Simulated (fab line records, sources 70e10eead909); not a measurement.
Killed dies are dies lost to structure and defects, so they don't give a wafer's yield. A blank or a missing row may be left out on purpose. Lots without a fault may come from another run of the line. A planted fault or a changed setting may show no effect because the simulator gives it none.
Problem report in the 8D (eight disciplines) form, filled by code | flow nand_harc | the parts of the form that need people (team, actions taken, sign-off) are left out

1. THE PROBLEM
killed_at_periphery at NHARC_END_SORT_01 reads a mean of 506.2 on 6 wafers of 2 lots; wafers without a fault read 3.7 with a standard deviation of 2.6. That is +99 or more standard deviations from the usual mean.
First seen on wafer L919.1, day 26 21:58, on prober-02. The record holds 9 wafers of 3 lots with a number at this step. Rule for "out", or "out of limits": more than 4 standard deviations from the usual mean. The other wafers with a number count as sound.

2. WHAT IT IS AND WHAT IT IS NOT
question                    | is                                                     | is not
which readings at this step | killed_at_periphery, defect_limited_yield, killed_dies | killed_at_array, killed_at_other, killed_open, killed_short
which lots                  | L919, L920                                             | L915
which wafers of those lots  | all that have a number                                 | -
read on which gauges        | prober-02                                              | prober-01
when                        | from day 26 21:58                                      | up to then (3 sound wafers)

3. SUSPECTS, AND WHAT RULES EACH OUT
Counting: a tool at a process step up to the reading stays a suspect if it ran every lot that is out and no sound lot after the first of them.
- the gauge at NHARC_END_SORT_01: kept. All the wafers that are out were read on prober-02, and no step on other tools shows them out.
- ecd_cu-01 at NHARC_P_M1_ECD_22 (material Cu, target thk 400 nm): kept. It ran every lot that is out, first L919 (day 8 17:26), and no sound lot after that.
Left after counting: ecd_cu-01 at NHARC_P_M1_ECD_22, prober-02 at NHARC_END_SORT_01.

4. THE CAUSE (what the simulator had put in)
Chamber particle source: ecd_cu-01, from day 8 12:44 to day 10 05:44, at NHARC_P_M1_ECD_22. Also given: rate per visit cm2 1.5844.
Counting left 2 suspects, and this tool is among them.

5. THE CHAIN OF EFFECTS, in route order
Each row: a reading whose mean over the struck wafers that have a number lies more than 3 standard deviations from the usual. Only readings for which the record gives a usual standard deviation are gone through. hours: the time from each lot's start at the first step in this table that gives one to its start at this step, as a median over the lots. sigmas: the change in usual standard deviations.
hours | step              | reading              | usual | on struck wafers | change | sigmas
0     | NHARC_END_SORT_01 | defect_limited_yield | 90 %  | 21               | -69    | -20
0     | NHARC_END_SORT_01 | killed_at_periphery  | 3.7   | 506.2            | +502.5 | +99 or more
0     | NHARC_END_SORT_01 | killed_dies          | 66    | 537              | +471   | +20

6. WHAT WOULD HAVE CAUGHT IT SOONER
In this record the first reading out of limits at a measuring or inspecting step was taken at day 26 21:58, 441 hours after the fault began at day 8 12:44.
Of the tool readings at NHARC_P_M1_ECD_22 for which the record gives a usual standard deviation, none was out on any struck wafer, so an alarm limit of 4 standard deviations on them would not have fired.
All the lots that are out (2) had begun NHARC_P_M1_ECD_22 on ecd_cu-01 by day 26 21:58. A hold on the tool at that time would have spared none of them.
